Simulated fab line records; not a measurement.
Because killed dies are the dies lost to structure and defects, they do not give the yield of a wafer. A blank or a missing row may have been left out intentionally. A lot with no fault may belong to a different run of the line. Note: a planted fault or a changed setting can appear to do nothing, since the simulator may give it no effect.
Matching of chambers -- flow n5-finfet -- pecvd-03 running N5_BEOL_M13_ILD_DEP_00: 3 sister chambers
The step deposits SiOC from DEMS/O2, target thk 837.92 nm, time 166.4 s. 3 wafers are shown with their chamber, then 12 later ones without.

== WAFERS PAIRED WITH THEIR CHAMBERS ==
wafer,chamber,throttle-valve-pct (%)
L086.5,2,11.2
L088.3,0,12.6
L088.5,1,12.8

== WAFERS MISSING THEIR CHAMBER ==
wafer,throttle-valve-pct (%)
L090.1,12.6
L090.5,12.6
L090.6,11.4
L089.1,11.2
L089.2,12.4
L089.3,12.6
L093.3,12.8
L093.5,12.6
L093.6,12.7
L095.1,12.6
L095.2,12.7
L095.4,12.7

== WHICH CHAMBER EACH WENT THROUGH ==
wafer,from the rows above,in truth
L090.1,0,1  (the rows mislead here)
L090.5,0,0
L090.6,2,2
L089.1,2,2
L089.2,0,0
L089.3,0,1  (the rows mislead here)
L093.3,1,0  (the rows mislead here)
L093.5,0,0
L093.6,can't be placed: 0 or 1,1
L095.1,0,0
L095.2,can't be placed: 0 or 1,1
L095.4,can't be placed: 0 or 1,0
Correctly placed: 6 of 12. Can't be placed from these rows: 3 (the true chamber is among the candidates in 3). 3 placed wrongly.
How it was worked out, from the rows above alone: a wafer's distance from a chamber is the root of the sum, over the readings, of the square of ((its reading less the chamber's mean) divided by the reading's scatter). If the next closest chamber is less than 2 further off than the closest, the wafer can't be placed; otherwise it belongs to the closest. For every chamber, the mean is computed from those of its wafers that are shown. The scatter (one wafer shown for each chamber): square how far every hidden wafer sits from the nearest shown wafer, average those squares and take the square root.
